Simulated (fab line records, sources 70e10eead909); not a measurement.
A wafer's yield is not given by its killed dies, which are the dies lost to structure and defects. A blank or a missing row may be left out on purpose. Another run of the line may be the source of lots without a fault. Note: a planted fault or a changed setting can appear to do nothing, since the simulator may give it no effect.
fab line records + flow nand_harc + part 2 of 2: steps 5 to 6 of 6
record
- lots=24
- wafers=72
- last_day=25
route steps=1159 shown A_STAIRCASE@595
lots untouched by any fault: they come from a run of this same line in which no faults occurred
start_h: hours from the record's opening day to when the first of the lot's shown wafers began + wait_h: how many hours have passed since the lot's step before this one + " repeats the value in the row above + L1.1+2: one row covering several wafers at once + - no value, or no start was given + * or withheld: withheld + < > ~ a bound
route shown NAME@n: a module of which the file shows steps, and the number in the route of the first + usual: mean/standard deviation taken from wafers without a fault + same: alike in all rows + chamber/n: place in a boat + sites: per-site readings + _std_site: the standard deviation of these + _edge_site: inner sites' mean taken away from outer sites' mean + radius_mm: for every site, how far away it sits from the centre of the wafer + mask NAME#n: copy n + behind: the last tool/chamber to shape the wafer + hold: what put the lot on hold/how long, in hours/how the hold closed + device: whichever transistor did not switch (one of n, p or np) + end of line: the tests these same wafers got at the end of their route + a step without rows: its recipe alone + killed: dies lost to structure and defects at the first sort, not the wafer's yield + map: a wafer's dies, x killed, . not, _ none there
set.NAME: the setting that was run; set.NAME@STEP: the one run at that earlier step + model.NAME: the simulator's own value behind a step, which no gauge read
a sample of lots followed through the steps of the route, with each step as a table and each wafer as a row
services: when a tool's chamber went out of use (start_h, in hours from the record's first day, below 0 if earlier), for how many hours, and the reason
## steps
# step NHARC_A_STAIRCASE_HM_OPEN_460
# recipe
- o2_flow_sccm=400
- cos_flow_sccm=20
- ar_flow_sccm=0
- rf_w=500
- bias_w=300
- chemistry=O2/COS
# usual
- drypump_motor_current_A=6.0/0.47
- oes_product_au=0.999/0.0074
- rf_vpp_V=467.5/2.6
- showerhead_plenum_p_Torr=3.14/0.12
- throttle_valve_pct=28.330/0.009
| lot.wafer | tool        | chamber | start_h | wait_h | drypump_motor_current_A | oes_product_au | rf_hours_counter_h | rf_vpp_V | showerhead_plenum_p_Torr | throttle_valve_pct |
|-----------|-------------|---------|---------|--------|-------------------------|----------------|--------------------|----------|--------------------------|--------------------|
| L077.3    | rie_diel-10 | 2       | -       | -      | 5.2                     | 0.997          | 31                 | 469.1    | 3.19                     | 28.340             |
| L077.2    | "           | 0       | "       | "      | 5.8                     | 0.999          | 36                 | 467.3    | 3.12                     | 28.334             |
| L077.5    | "           | 3       | "       | "      | 5.7                     | 1.007          | -                  | 467.8    | 3.18                     | 28.329             |
| L075.3    | rie_diel-11 | 1       | -       | -      | 6.1                     | 1.010          | 12                 | 466.1    | 3.09                     | 28.342             |
| L075.1    | "           | 0       | "       | "      | 6.1                     | 1.003          | 12                 | 463.3    | 2.93                     | 28.318             |
| L075.6    | "           | 2       | "       | "      | 6.1                     | 0.995          | -                  | 468.2    | 3.15                     | 28.331             |
| L078.3    | rie_diel-11 | 2       | -       | -      | 6.0                     | 0.996          | 14                 | 466.5    | 3.15                     | 28.330             |
| L078.2    | "           | 0       | "       | "      | 6.1                     | 0.996          | 12                 | 462.3    | 2.93                     | 28.308             |
| L078.5    | "           | 2       | "       | "      | 6.0                     | 0.993          | -                  | 468.9    | 3.15                     | 28.337             |
| L074.2    | rie_diel-10 | 0       | -       | -      | 5.7                     | 1.005          | 37                 | 466.3    | 3.12                     | 28.318             |
| L074.1    | "           | 1       | "       | "      | 5.2                     | 0.997          | 35                 | 463.8    | 2.96                     | 28.323             |
| L074.5    | "           | 2       | "       | "      | 5.2                     | 0.997          | -                  | 467.5    | 3.19                     | 28.321             |
| L079.4    | rie_diel-12 | 0       | -       | -      | 5.8                     | 0.989          | 20                 | 468.4    | 3.21                     | 28.322             |
| L079.3    | "           | 1       | "       | "      | 6.5                     | 0.986          | 25                 | 461.5    | 2.92                     | 28.330             |
| L079.5    | "           | 3       | "       | "      | 5.8                     | 0.982          | -                  | 469.6    | 3.24                     | 28.335             |
| L076.3    | rie_diel-10 | 2       | -       | -      | 5.2                     | 0.990          | 34                 | 469.5    | 3.19                     | 28.329             |
| L076.2    | "           | 3       | "       | "      | 5.7                     | 1.008          | 39                 | 468.1    | 3.18                     | 28.337             |
| L076.5    | "           | 3       | "       | "      | 5.7                     | 1.012          | -                  | 468.3    | 3.18                     | 28.316             |
| L080.1    | rie_diel-11 | 2       | -       | -      | 6.1                     | 1.001          | 18                 | 467.3    | 3.14                     | 28.328             |
| L080.4    | "           | 0       | "       | "      | 6.1                     | 1.009          | 17                 | 462.3    | 2.93                     | 28.320             |
| L080.6    | "           | 2       | "       | "      | 6.0                     | 0.997          | -                  | 467.0    | 3.14                     | 28.331             |
| L081.1    | rie_diel-12 | 1       | -       | -      | 6.5                     | 0.994          | 31                 | 462.4    | 2.91                     | 28.339             |
| L081.5    | "           | 2       | "       | "      | 6.7                     | 0.999          | -                  | 469.0    | 3.27                     | 28.327             |
| L081.6    | "           | 3       | "       | "      | 5.8                     | 0.992          | -                  | 471.0    | 3.24                     | 28.329             |
| L082.2    | rie_diel-12 | 3       | -       | -      | 5.8                     | 1.000          | 30                 | 471.6    | 3.23                     | 28.329             |
| L082.4    | "           | 0       | "       | "      | 5.8                     | 0.995          | 28                 | 469.9    | 3.20                     | 28.336             |
| L082.6    | "           | 2       | "       | "      | 6.7                     | 0.993          | -                  | 470.7    | 3.27                     | 28.325             |
| L083.4    | rie_diel-12 | 0       | -       | -      | 5.9                     | 0.988          | 31                 | 467.6    | 3.20                     | 28.334             |
| L083.3    | "           | 1       | "       | "      | 6.5                     | 1.002          | 37                 | 461.5    | 2.91                     | 28.337             |
| L083.1    | "           | 2       | "       | "      | 6.7                     | 1.000          | 37                 | 469.8    | 3.26                     | 28.338             |
| L084.1    | rie_diel-11 | 2       | -       | -      | 6.1                     | 1.011          | 28                 | 467.0    | 3.14                     | 28.329             |
| L084.2    | "           | 3       | "       | "      | 6.6                     | 1.004          | 30                 | 468.5    | 3.18                     | 28.315             |
| L084.3    | "           | 0       | "       | "      | 6.1                     | 1.015          | 30                 | 463.4    | 2.92                     | 28.337             |
| L085.1    | rie_diel-10 | 1       | -       | -      | 5.2                     | 0.995          | 50                 | 464.7    | 2.95                     | 28.319             |
| L085.3    | "           | 0       | "       | "      | 5.8                     | 1.011          | 55                 | 465.4    | 3.11                     | 28.339             |
| L085.6    | "           | 1       | "       | "      | 5.2                     | 1.000          | -                  | 463.6    | 2.95                     | 28.335             |
| L086.3    | rie_diel-12 | 0       | -       | -      | 5.8                     | 0.988          | 43                 | 467.8    | 3.20                     | 28.337             |
| L086.6    | "           | 1       | "       | "      | 6.5                     | 1.005          | -                  | 463.6    | 2.90                     | 28.332             |
| L086.4    | "           | 0       | "       | "      | 5.8                     | 0.986          | -                  | 469.2    | 3.20                     | 28.341             |
| L087.4    | rie_diel-11 | 0       | -       | -      | 6.1                     | 1.005          | 40                 | 462.2    | 2.92                     | 28.320             |
| L087.6    | "           | 2       | "       | "      | 6.1                     | 1.001          | -                  | 467.1    | 3.13                     | 28.353             |
| L087.5    | "           | 3       | "       | "      | 6.6                     | 0.996          | -                  | 467.1    | 3.18                     | 28.327             |
| L088.3    | rie_diel-10 | 3       | -       | -      | 5.7                     | 1.002          | 59                 | 468.7    | 3.17                     | 28.331             |
| L088.1    | "           | 1       | "       | "      | 5.2                     | 0.998          | 56                 | 463.6    | 2.95                     | 28.333             |
| L088.5    | "           | 2       | "       | "      | 5.2                     | 1.002          | -                  | 469.7    | 3.18                     | 28.338             |
| L090.3    | rie_diel-11 | 3       | -       | -      | 6.6                     | 0.996          | 44                 | 468.5    | 3.18                     | 28.332             |
| L090.1    | "           | 0       | "       | "      | 6.1                     | 0.999          | 44                 | 462.7    | 2.92                     | 28.320             |
| L090.4    | "           | 1       | "       | "      | 6.2                     | 1.004          | 41                 | 467.8    | 3.07                     | 28.320             |
| L089.2    | rie_diel-12 | 2       | -       | -      | 6.7                     | 0.998          | 45                 | 468.9    | 3.26                     | 28.318             |
| L089.4    | "           | 1       | "       | "      | 6.5                     | 1.004          | 51                 | 463.6    | 2.90                     | 28.318             |
| L089.6    | "           | 3       | "       | "      | 5.8                     | 1.004          | -                  | 470.6    | 3.23                     | 28.315             |
| L091.4    | rie_diel-11 | 0       | -       | -      | 6.1                     | 0.993          | 45                 | 462.2    | 2.92                     | 28.329             |
| L091.3    | "           | 1       | "       | "      | 6.1                     | 1.000          | 42                 | 465.8    | 3.07                     | 28.338             |
| L091.2    | "           | 3       | "       | "      | 6.6                     | 0.997          | 45                 | 468.8    | 3.18                     | 28.327             |
| L093.2    | rie_diel-12 | 0       | -       | -      | 5.8                     | 0.991          | 53                 | 469.2    | 3.19                     | 28.333             |
| L093.4    | "           | 2       | "       | "      | 6.7                     | 1.001          | 55                 | 469.8    | 3.25                     | 28.328             |
| L093.5    | "           | 3       | "       | "      | 5.8                     | 0.998          | -                  | 469.4    | 3.22                     | 28.327             |
| L092.3    | rie_diel-12 | 1       | -       | -      | 6.5                     | 0.995          | 60                 | 462.6    | 2.90                     | 28.331             |
| L092.4    | "           | 3       | "       | "      | 5.8                     | 1.002          | 56                 | 469.6    | 3.22                     | 28.340             |
| L092.5    | "           | 1       | "       | "      | 6.5                     | 1.002          | -                  | 461.8    | 2.90                     | 28.330             |
| L094.1    | rie_diel-12 | 2       | -       | -      | 6.7                     | 0.996          | 57                 | 469.4    | 3.25                     | 28.325             |
| L094.3    | "           | 3       | "       | "      | 5.8                     | 1.001          | 58                 | 470.3    | 3.22                     | 28.313             |
| L094.2    | "           | 1       | "       | "      | 6.5                     | 0.997          | 62                 | 461.6    | 2.90                     | 28.329             |
| L095.3    | rie_diel-12 | 2       | -       | -      | 6.7                     | 0.986          | 58                 | 470.7    | 3.25                     | 28.337             |
| L095.4    | "           | 0       | "       | "      | 5.8                     | 0.987          | 57                 | 468.3    | 3.19                     | 28.324             |
| L095.5    | "           | 3       | "       | "      | 5.8                     | 1.003          | -                  | 468.9    | 3.22                     | 28.338             |
| L096.3    | rie_diel-10 | 2       | -       | -      | 5.2                     | 1.002          | 5                  | 469.2    | 3.18                     | 28.336             |
| L096.4    | "           | 0       | "       | "      | 5.8                     | 0.993          | 3                  | 466.8    | 3.10                     | 28.324             |
| L096.6    | "           | 2       | "       | "      | 5.2                     | 1.000          | -                  | 468.7    | 3.18                     | 28.342             |
| L097.3    | rie_diel-12 | 2       | -       | -      | 6.7                     | 0.981          | 7                  | 468.8    | 3.25                     | 28.330             |
| L097.5    | "           | 0       | "       | "      | 5.8                     | 0.995          | -                  | 468.2    | 3.18                     | 28.332             |
| L097.6    | "           | 1       | "       | "      | 6.5                     | 1.001          | -                  | 470.7    | 3.37                     | 28.332             |
# step NHARC_A_STAIRCASE_ETCH_294
# recipe
- target_depth_a=49920
- time_s=1212.4
- ion_energy_ev=800
- c4f8_flow_sccm=80
- o2_flow_sccm=60
- ar_flow_sccm=withheld
- rf_w=600
- bias_w=3000
- chemistry=C4F8/O2/Ar
# usual
- oes_product_au=0.934/0.0093
- rf_vpp_V=1827/10
| lot.wafer | tool        | chamber | start_h | wait_h | oes_product_au | rf_hours_counter_h | rf_vpp_V |
|-----------|-------------|---------|---------|--------|----------------|--------------------|----------|
| L077.2    | rie_diel-10 | 0       | -       | -      | 0.924          | 36                 | 1827     |
| L077.3    | "           | 2       | "       | "      | 0.923          | 31                 | 1834     |
| L077.5    | "           | 0       | "       | "      | 0.926          | -                  | 1826     |
| L075.1    | rie_diel-11 | 3       | -       | -      | 0.942          | 13                 | 1833     |
| L075.3    | "           | 0       | "       | "      | 0.938          | 12                 | 1811     |
| L075.6    | "           | 2       | "       | "      | 0.936          | -                  | 1828     |
| L078.3    | rie_diel-11 | 3       | -       | -      | 0.930          | 14                 | 1831     |
| L078.2    | "           | 0       | "       | "      | 0.915          | 13                 | 1811     |
| L078.5    | "           | 0       | "       | "      | 0.922          | -                  | 1812     |
| L074.2    | rie_diel-10 | 0       | -       | -      | 0.938          | 37                 | 1826     |
| L074.1    | "           | 1       | "       | "      | 0.939          | 36                 | 1812     |
| L074.5    | "           | 1       | "       | "      | 0.947          | -                  | 1813     |
| L079.3    | rie_diel-12 | 1       | -       | -      | 0.938          | 26                 | 1809     |
| L079.4    | "           | 2       | "       | "      | 0.936          | 26                 | 1837     |
| L079.5    | "           | 1       | "       | "      | 0.935          | -                  | 1811     |
| L076.2    | rie_diel-10 | 2       | -       | -      | 0.938          | 35                 | 1832     |
| L076.3    | "           | 0       | "       | "      | 0.925          | 40                 | 1827     |
| L076.5    | "           | 2       | "       | "      | 0.931          | -                  | 1834     |
| L080.1    | rie_diel-11 | 3       | -       | -      | 0.930          | 18                 | 1835     |
| L080.4    | "           | 1       | "       | "      | 0.926          | 17                 | 1824     |
| L080.6    | "           | 3       | "       | "      | 0.933          | -                  | 1833     |
| L081.1    | rie_diel-12 | 0       | -       | -      | 0.926          | 26                 | 1834     |
| L081.5    | "           | 2       | "       | "      | 0.937          | -                  | 1838     |
| L081.6    | "           | 3       | "       | "      | 0.937          | -                  | 1837     |
| L082.2    | rie_diel-12 | 1       | -       | -      | 0.944          | 34                 | 1810     |
| L082.4    | "           | 0       | "       | "      | 0.940          | 28                 | 1834     |
| L082.6    | "           | 2       | "       | "      | 0.936          | -                  | 1838     |
| L083.1    | rie_diel-12 | 3       | -       | -      | 0.925          | 32                 | 1836     |
| L083.3    | "           | 0       | "       | "      | 0.927          | 32                 | 1833     |
| L083.4    | "           | 2       | "       | "      | 0.931          | 37                 | 1838     |
| L084.1    | rie_diel-11 | 3       | -       | -      | 0.921          | 30                 | 1832     |
| L084.2    | "           | 1       | "       | "      | 0.939          | 29                 | 1824     |
| L084.3    | "           | 2       | "       | "      | 0.931          | 28                 | 1828     |
| L085.1    | rie_diel-10 | 2       | -       | -      | 0.932          | 49                 | 1833     |
| L085.3    | "           | 3       | "       | "      | 0.932          | 55                 | 1830     |
| L085.6    | "           | 1       | "       | "      | 0.929          | -                  | 1811     |
| L086.3    | rie_diel-12 | 2       | -       | -      | 0.939          | 42                 | 1838     |
| L086.4    | "           | 0       | "       | "      | 0.928          | -                  | 1833     |
| L086.6    | "           | 1       | "       | "      | 0.941          | -                  | 1809     |
| L087.4    | rie_diel-11 | 2       | -       | -      | 0.942          | 38                 | 1829     |
| L087.6    | "           | 2       | "       | "      | 0.936          | -                  | 1826     |
| L087.5    | "           | 3       | "       | "      | 0.942          | -                  | 1832     |
| L088.3    | rie_diel-10 | 1       | -       | -      | 0.930          | 56                 | 1812     |
| L088.1    | "           | 2       | "       | "      | 0.926          | 54                 | 1832     |
| L088.5    | "           | 0       | "       | "      | 0.937          | -                  | 1827     |
| L090.1    | rie_diel-11 | 3       | -       | -      | 0.944          | 44                 | 1830     |
| L090.4    | "           | 0       | "       | "      | 0.944          | 44                 | 1810     |
| L090.3    | "           | 1       | "       | "      | 0.942          | 41                 | 1824     |
| L089.2    | rie_diel-12 | 0       | -       | -      | 0.936          | 45                 | 1832     |
| L089.4    | "           | 1       | "       | "      | 0.963          | 52                 | 1809     |
| L089.6    | "           | 0       | "       | "      | 0.917          | -                  | 1834     |
| L091.4    | rie_diel-11 | 2       | -       | -      | 0.939          | 42                 | 1828     |
| L091.3    | "           | 0       | "       | "      | 0.940          | 45                 | 1811     |
| L091.2    | "           | 1       | "       | "      | 0.940          | 42                 | 1824     |
| L093.4    | rie_diel-12 | 3       | -       | -      | 0.933          | 55                 | 1835     |
| L093.2    | "           | 0       | "       | "      | 0.910          | 54                 | 1832     |
| L093.5    | "           | 3       | "       | "      | 0.935          | -                  | 1836     |
| L092.4    | rie_diel-12 | 3       | -       | -      | 0.962          | 56                 | 1836     |
| L092.3    | "           | 1       | "       | "      | 0.940          | 60                 | 1811     |
| L092.5    | "           | 3       | "       | "      | 0.960          | -                  | 1835     |
| L094.1    | rie_diel-12 | 0       | -       | -      | 0.935          | 56                 | 1832     |
| L094.2    | "           | 2       | "       | "      | 0.935          | 58                 | 1835     |
| L094.3    | "           | 3       | "       | "      | 0.946          | 58                 | 1836     |
| L095.3    | rie_diel-12 | 3       | -       | -      | 0.930          | 58                 | 1835     |
| L095.4    | "           | 0       | "       | "      | 0.926          | 57                 | 1832     |
| L095.5    | "           | 3       | "       | "      | 0.934          | -                  | 1834     |
| L096.4    | rie_diel-10 | 2       | -       | -      | 0.943          | 5                  | 1832     |
| L096.3    | "           | 0       | "       | "      | 0.934          | 4                  | 1825     |
| L096.6    | "           | 2       | "       | "      | 0.942          | -                  | 1833     |
| L097.3    | rie_diel-12 | 0       | -       | -      | 0.915          | 7                  | 1832     |
| L097.6    | "           | 0       | "       | "      | 0.921          | -                  | 1832     |
| L097.5    | "           | 1       | "       | "      | 0.925          | -                  | 1847     |
## services
| tool            | chamber | start_h | hours | kind   |
|-----------------|---------|---------|-------|--------|
| rie_diel-12     | 0       | 236.20  | -     | clean  |
| rie_diel-12     | 1       | 236.20  | -     | clean  |
| rie_diel-12     | 2       | 236.20  | -     | clean  |
| rie_diel-12     | 3       | 236.20  | -     | clean  |
| rie_diel-12     | -       | 237.91  | 0.1   | repair |
| plasma_asher-02 | -       | 243.47  | 2.7   | repair |
| rie_diel-12     | 0       | 261.87  | -     | clean  |
| rie_diel-12     | 1       | 261.87  | -     | clean  |
| rie_diel-12     | 2       | 261.87  | -     | clean  |
| rie_diel-12     | 3       | 261.87  | -     | clean  |
| rie_diel-12     | 0       | 264.66  | 8.8   | repair |
| rie_diel-12     | 3       | 265.34  | 5.5   | repair |
| rie_diel-10     | 1       | 273.55  | 9.4   | repair |
| plasma_asher-01 | -       | 276.00  | 9.0   | pm     |
| rie_diel-12     | 0       | 286.37  | -     | clean  |
| rie_diel-12     | 1       | 286.37  | -     | clean  |
| rie_diel-12     | 2       | 286.37  | -     | clean  |
| rie_diel-12     | 3       | 286.37  | -     | clean  |
| rie_diel-12     | 3       | 307.51  | 4.4   | repair |
| rie_diel-12     | 3       | 331.57  | 3.6   | repair |
| plasma_asher-02 | -       | 360.29  | 9.0   | pm     |
| rie_diel-12     | -       | 379.62  | 9.0   | pm     |
| rie_diel-11     | -       | 398.65  | 9.0   | pm     |
| plasma_asher-02 | -       | 403.26  | 1.9   | repair |
